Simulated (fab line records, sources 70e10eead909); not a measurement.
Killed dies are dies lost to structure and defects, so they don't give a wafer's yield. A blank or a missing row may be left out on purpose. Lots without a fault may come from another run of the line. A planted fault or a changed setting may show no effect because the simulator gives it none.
Tool commonality check | flow nand_harc | 2 lots, 6 wafers sampled

WHY IT WAS OPENED
At NHARC_END_SORT_01 the reading killed_at_array is flagged on 2 of 2 lots. Wafers without a fault read 53, standard deviation 18.
Rule: a lot is flagged when every wafer of it that has a number lies more than 4 standard deviations from that mean, or none has a number. The other lots count as sound.

lot  | measured     | on        | killed_at_array, wafer by wafer | flag
L706 | day 30 09:52 | prober-01 | 149 137 164                     | FLAGGED
L709 | day 31 13:25 | prober-01 | 164 171 175                     | FLAGGED
The numbers of the flagged lots are 160 on average: +107 against the usual, or +6 standard deviations.

WHICH TOOL RAN EACH LOT
The record holds 3 process steps before the reading, out of a route of 1302 steps. In each cell: the tool, then ch and the chambers that the sampled wafers went through, then the start.
lot  | flag    | NHARC_A_STAIRCASE_DEP_322     | NHARC_THIN_TSV_PRE_CLEAN_50             | NHARC_THIN_TSV_ETCH_36
L706 | FLAGGED | pecvd-04 ch 1,2, day 24 05:46 | pvd_sputter-03, day 29 23:11 or earlier | rie_metal-03 ch 0,1, day 29 23:44
L709 | FLAGGED | pecvd-04 ch 1,2, day 25 04:10 | pvd_sputter-01, day 31 04:59 or earlier | rie_metal-02 ch 0,1, day 31 05:33
What these steps do:
- NHARC_A_STAIRCASE_DEP_322: deposits SiO2, target thk 7200 nm.
- NHARC_THIN_TSV_PRE_CLEAN_50: time 30 s.
- NHARC_THIN_TSV_ETCH_36: etches the open film in Cl2/BCl3, target depth 65 nm, time 18.571 s.
- NHARC_END_SORT_01

FLAGGED OVER TOTAL, TOOL BY TOOL (the gauges that took the reading come last)
step                        | tool           | lots run | flagged | share of the flagged lots | sound lots run after its first flagged lot
NHARC_A_STAIRCASE_DEP_322   | pecvd-04       | 2        | 2       | all                       | 0
NHARC_THIN_TSV_PRE_CLEAN_50 | pvd_sputter-01 | 1        | 1       | some                      | 0
NHARC_THIN_TSV_PRE_CLEAN_50 | pvd_sputter-03 | 1        | 1       | some                      | 0
NHARC_THIN_TSV_ETCH_36      | rie_metal-02   | 1        | 1       | some                      | 0
NHARC_THIN_TSV_ETCH_36      | rie_metal-03   | 1        | 1       | some                      | 0
NHARC_END_SORT_01           | prober-01      | 2        | 2       | all                       | 0
NHARC_THIN_TSV_PRE_CLEAN_50 gives no start for some lots, so the hours and the order of its lots are those of NHARC_THIN_TSV_CD_MEAS_33.

WHAT THE TABLE ALLOWS
2 rows of the table ran every flagged lot: pecvd-04 at NHARC_A_STAIRCASE_DEP_322, prober-01 at NHARC_END_SORT_01.
- pecvd-04 at NHARC_A_STAIRCASE_DEP_322: 2 of its 2 lots flagged. It ran no sound lot before its first flagged lot in this sample, so the start can't be narrowed down.
- prober-01 at NHARC_END_SORT_01: 2 of its 2 lots flagged. It ran no sound lot before its first flagged lot in this sample, so the start can't be narrowed down.
Counting lots can't tell these 2 tools apart, because each fits a fault that began at some hour. More lots, or a look at what each step does to the wafer, might.

WHAT THE SIMULATOR HAD PUT IN
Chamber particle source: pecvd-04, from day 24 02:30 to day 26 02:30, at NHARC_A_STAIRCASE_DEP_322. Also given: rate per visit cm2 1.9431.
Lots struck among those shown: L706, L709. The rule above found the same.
